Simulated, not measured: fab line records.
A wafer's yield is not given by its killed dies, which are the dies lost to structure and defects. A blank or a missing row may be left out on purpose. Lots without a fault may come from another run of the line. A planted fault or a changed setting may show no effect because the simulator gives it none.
Struck lot and sound lot, side by side / flow nand harc / 13 out of 1159 route steps
Sound: these wafers, L689.1, L689.5, L689.6. Wafers L681.2, L681.4, L681.5 were the ones struck. Last of all comes the cause.
Order at every step that has rows: each side's tool, ch and its chambers, its first start. Under that, the readings that differ: sound wafers / struck wafers / difference of the means / sigmas: that difference in standard deviations of wafers without a fault.
alike: readings whose means differ by less than 2 such deviations, and words and numbers that are the same on both sides. not compared: withheld readings, readings that some wafer has no value for, bounds like >300 that may hide the same value, and numbers for which the record gives no deviation and whose values overlap.
A row with sigmas, a row that says differs or no value, or rows on one side alone: a step with any of these is where the two part. Numbers that don't overlap but have no deviation are shown without sigmas and don't part them. Lack of a reading on every wafer of one side parts them only where that side has two or more wafers.

NHARC_P_ZERO_WELL_DESCUM_13: chemistry O2, time 3 s.
  sound on rie diel-05 ch 0,1, day 6 13:26; struck on rie diel-02 ch 0,2, day 4 13:25
  alike: drypump motor current A, oes product au, rf vpp V, showerhead plenum p Torr, throttle valve pct
  not compared: rf hours counter h
NHARC_P_ZERO_WELL_ETCH_65: etches the open film in N2/H2, target depth 80 nm, overetch 24 nm, time 87.88 s.
  sound on rie diel-05 ch 0,3, day 6 13:31; struck on rie diel-02 ch 1,2,3, day 4 13:31
reading=h2 flow sccm (sccm); sound=150.9 150.4 150.2; struck=149.7 148.7 149.5; difference=-1.2; sigmas=-3
  alike: drypump motor current A, oes product au, rf vpp V, showerhead plenum p Torr, throttle valve pct
  not compared: rf hours counter h
NHARC_P_ZERO_WELL_ETCH_62: etches the open film in CHF3/Ar, target depth 13 nm, time 6.5 s.
  sound: rie diel-05 ch 1,2; struck: rie diel-02 ch 0,1,3
  alike: drypump motor current A, oes product au, rf vpp V, showerhead plenum p Torr, throttle valve pct
  not compared: rf hours counter h
NHARC_P_ZERO_WELL_ETCH_63: etches the open film in HBr/Cl2, target depth 120 nm, time 40.1 s.
  sound on rie si-05 ch 2,3, day 6 13:41; struck on rie si-05 ch 0,1, day 4 13:41
  alike: drypump motor current A, oes product au, throttle valve pct
  not compared: rf hours counter h
then, 8 steps without rows for these wafers: NHARC_P_ZERO_WELL_STRIP_15 (strips in SPM, time 900 s); NHARC_P_ZERO_WELL_DEHYDRATE_16 (time 120 s); NHARC_P_ZERO_WELL_HMDS_17 (time 30 s); NHARC_P_ZERO_WELL_COAT_18; NHARC_P_ZERO_WELL_SOFTBAKE_19 (time 95 s); NHARC_P_ZERO_WELL_EBR_20; NHARC_P_ZERO_WELL_EXPOSE_21 (exposes mask P NWELL, target cd 720 nm); NHARC_P_ZERO_WELL_PEB_22 (peb time 85 s).
NHARC_P_ZERO_WELL_DEVELOP_23: time 70 s.
  struck on litho track-07, day 4 14:00; sound on litho track-02 ch 0, day 6 14:00
  no value came back on the struck wafers for chill plate temp C (C), exhaust pa (Pa), time s (s); on the sound wafers chill plate temp C (C) reads 22.94 22.86 22.86

WHERE THEY PART
Last at NHARC_P_ZERO_WELL_DEVELOP_23 as far as this record goes, first at NHARC_P_ZERO_WELL_ETCH_65.

WHY: whatever the simulator had introduced
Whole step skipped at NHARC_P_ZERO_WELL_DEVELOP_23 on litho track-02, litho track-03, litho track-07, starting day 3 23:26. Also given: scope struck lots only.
